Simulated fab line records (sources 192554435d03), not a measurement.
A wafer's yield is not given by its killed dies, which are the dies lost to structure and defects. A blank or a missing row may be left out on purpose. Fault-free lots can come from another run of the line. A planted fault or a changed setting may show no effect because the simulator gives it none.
Matching of chambers / flow n5-finfet / N5_BEOL_M4_STRIP_36 on rie-diel-04 has 4 sister chambers
The step strips in N2/H2. 30 wafers are shown with their chamber, then 12 later ones without.

WAFERS PAIRED WITH THEIR CHAMBERS
wafer=L074.2; chamber=2; drypump-motor-current-A (A)=5.8; showerhead-plenum-p-Torr (Torr)=2.58; throttle-valve-pct (%)=24.01
wafer=L074.3; chamber=0; drypump-motor-current-A (A)=4.8; showerhead-plenum-p-Torr (Torr)=2.56; throttle-valve-pct (%)=23.54
wafer=L074.6; chamber=1; drypump-motor-current-A (A)=5.9; showerhead-plenum-p-Torr (Torr)=2.63; throttle-valve-pct (%)=23.45
wafer=L076.1; chamber=0; drypump-motor-current-A (A)=4.8; showerhead-plenum-p-Torr (Torr)=2.56; throttle-valve-pct (%)=23.60
wafer=L076.2; chamber=2; drypump-motor-current-A (A)=5.8; showerhead-plenum-p-Torr (Torr)=2.58; throttle-valve-pct (%)=24.00
wafer=L076.3; chamber=3; drypump-motor-current-A (A)=5.8; showerhead-plenum-p-Torr (Torr)=2.42; throttle-valve-pct (%)=23.52
wafer=L076.4; chamber=1; drypump-motor-current-A (A)=5.9; showerhead-plenum-p-Torr (Torr)=2.63; throttle-valve-pct (%)=23.45
wafer=L076.5; chamber=3; drypump-motor-current-A (A)=5.8; showerhead-plenum-p-Torr (Torr)=2.42; throttle-valve-pct (%)=23.53
wafer=L076.6; chamber=2; drypump-motor-current-A (A)=5.8; showerhead-plenum-p-Torr (Torr)=2.58; throttle-valve-pct (%)=24.02
wafer=L077.1; chamber=2; drypump-motor-current-A (A)=5.8; showerhead-plenum-p-Torr (Torr)=2.58; throttle-valve-pct (%)=23.99
wafer=L077.5; chamber=1; drypump-motor-current-A (A)=5.9; showerhead-plenum-p-Torr (Torr)=2.63; throttle-valve-pct (%)=23.46
wafer=L077.6; chamber=2; drypump-motor-current-A (A)=5.8; showerhead-plenum-p-Torr (Torr)=2.58; throttle-valve-pct (%)=24.02
wafer=L080.3; chamber=2; drypump-motor-current-A (A)=5.8; showerhead-plenum-p-Torr (Torr)=2.58; throttle-valve-pct (%)=24.01
wafer=L080.4; chamber=0; drypump-motor-current-A (A)=4.7; showerhead-plenum-p-Torr (Torr)=2.55; throttle-valve-pct (%)=23.60
wafer=L080.5; chamber=1; drypump-motor-current-A (A)=5.9; showerhead-plenum-p-Torr (Torr)=2.62; throttle-valve-pct (%)=23.46
wafer=L082.1; chamber=1; drypump-motor-current-A (A)=5.9; showerhead-plenum-p-Torr (Torr)=2.62; throttle-valve-pct (%)=23.47
wafer=L082.2; chamber=2; drypump-motor-current-A (A)=5.8; showerhead-plenum-p-Torr (Torr)=2.58; throttle-valve-pct (%)=24.05
wafer=L082.5; chamber=2; drypump-motor-current-A (A)=5.8; showerhead-plenum-p-Torr (Torr)=2.58; throttle-valve-pct (%)=24.02
wafer=L083.3; chamber=0; drypump-motor-current-A (A)=4.8; showerhead-plenum-p-Torr (Torr)=2.55; throttle-valve-pct (%)=23.59
wafer=L083.5; chamber=0; drypump-motor-current-A (A)=4.8; showerhead-plenum-p-Torr (Torr)=2.55; throttle-valve-pct (%)=23.58
wafer=L083.6; chamber=3; drypump-motor-current-A (A)=5.8; showerhead-plenum-p-Torr (Torr)=2.41; throttle-valve-pct (%)=23.56
wafer=L085.3; chamber=1; drypump-motor-current-A (A)=5.9; showerhead-plenum-p-Torr (Torr)=2.62; throttle-valve-pct (%)=23.47
wafer=L085.4; chamber=0; drypump-motor-current-A (A)=4.8; showerhead-plenum-p-Torr (Torr)=2.55; throttle-valve-pct (%)=23.59
wafer=L085.5; chamber=1; drypump-motor-current-A (A)=5.9; showerhead-plenum-p-Torr (Torr)=2.62; throttle-valve-pct (%)=23.46
wafer=L084.1; chamber=1; drypump-motor-current-A (A)=5.9; showerhead-plenum-p-Torr (Torr)=2.62; throttle-valve-pct (%)=23.48
wafer=L084.2; chamber=2; drypump-motor-current-A (A)=5.8; showerhead-plenum-p-Torr (Torr)=2.58; throttle-valve-pct (%)=24.02
wafer=L084.3; chamber=0; drypump-motor-current-A (A)=4.7; showerhead-plenum-p-Torr (Torr)=2.55; throttle-valve-pct (%)=23.62
wafer=L084.4; chamber=3; drypump-motor-current-A (A)=5.8; showerhead-plenum-p-Torr (Torr)=2.41; throttle-valve-pct (%)=23.54
wafer=L084.5; chamber=3; drypump-motor-current-A (A)=5.8; showerhead-plenum-p-Torr (Torr)=2.41; throttle-valve-pct (%)=23.54
wafer=L084.6; chamber=0; drypump-motor-current-A (A)=4.8; showerhead-plenum-p-Torr (Torr)=2.55; throttle-valve-pct (%)=23.58

SIGNATURES (means of the wafers above)
reading=drypump-motor-current-A; chamber 0=4.775; chamber 1=5.900; chamber 2=5.800; chamber 3=5.800; scatter within a chamber=0.024
reading=showerhead-plenum-p-Torr; chamber 0=2.5525; chamber 1=2.6238; chamber 2=2.5800; chamber 3=2.4140; scatter within a chamber=0.00419
reading=throttle-valve-pct; chamber 0=23.5875; chamber 1=23.4625; chamber 2=24.0156; chamber 3=23.5380; scatter within a chamber=0.0171
Rule: for each reading, subtract the chamber's mean from the wafer's reading, divide by that reading's scatter and square the result; add these up over the readings and take the root, which gives the wafer's distance from the chamber. If the next closest chamber is less than 2 further off than the closest, the wafer can't be placed; otherwise it belongs to the closest. How the scatter is found: for the shown wafers, subtract from each reading the mean of its chamber, square and add these, divide the total by (wafers less chambers), then take the root.

WAFERS WITHOUT THEIR CHAMBER
wafer=L088.1; drypump-motor-current-A (A)=5.8; showerhead-plenum-p-Torr (Torr)=2.40; throttle-valve-pct (%)=23.58
wafer=L088.4; drypump-motor-current-A (A)=5.9; showerhead-plenum-p-Torr (Torr)=2.61; throttle-valve-pct (%)=23.47
wafer=L088.6; drypump-motor-current-A (A)=4.8; showerhead-plenum-p-Torr (Torr)=2.54; throttle-valve-pct (%)=23.58
wafer=L091.2; drypump-motor-current-A (A)=5.8; showerhead-plenum-p-Torr (Torr)=2.57; throttle-valve-pct (%)=24.05
wafer=L091.4; drypump-motor-current-A (A)=4.8; showerhead-plenum-p-Torr (Torr)=2.54; throttle-valve-pct (%)=23.62
wafer=L091.6; drypump-motor-current-A (A)=5.8; showerhead-plenum-p-Torr (Torr)=2.57; throttle-valve-pct (%)=24.06
wafer=L092.4; drypump-motor-current-A (A)=4.8; showerhead-plenum-p-Torr (Torr)=2.53; throttle-valve-pct (%)=23.65
wafer=L092.5; drypump-motor-current-A (A)=5.8; showerhead-plenum-p-Torr (Torr)=2.40; throttle-valve-pct (%)=23.61
wafer=L092.6; drypump-motor-current-A (A)=4.8; showerhead-plenum-p-Torr (Torr)=2.53; throttle-valve-pct (%)=23.60
wafer=L097.1; drypump-motor-current-A (A)=5.9; showerhead-plenum-p-Torr (Torr)=2.60; throttle-valve-pct (%)=23.55
wafer=L097.2; drypump-motor-current-A (A)=5.8; showerhead-plenum-p-Torr (Torr)=2.40; throttle-valve-pct (%)=23.62
wafer=L097.3; drypump-motor-current-A (A)=4.8; showerhead-plenum-p-Torr (Torr)=2.53; throttle-valve-pct (%)=23.64

WHICH CHAMBER EACH ONE RAN IN
wafer=L088.1; from the rows above=3; in truth=3
wafer=L088.4; from the rows above=1; in truth=1
wafer=L088.6; from the rows above=0; in truth=0
wafer=L091.2; from the rows above=2; in truth=2
wafer=L091.4; from the rows above=0; in truth=0
wafer=L091.6; from the rows above=2; in truth=2
wafer=L092.4; from the rows above=0; in truth=0
wafer=L092.5; from the rows above=3; in truth=3
wafer=L092.6; from the rows above=0; in truth=0
wafer=L097.1; from the rows above=1; in truth=1
wafer=L097.2; from the rows above=3; in truth=3
wafer=L097.3; from the rows above=0; in truth=0
Correctly placed: 12 of 12. From these rows, 0 cannot be placed. Number placed wrongly: 0.
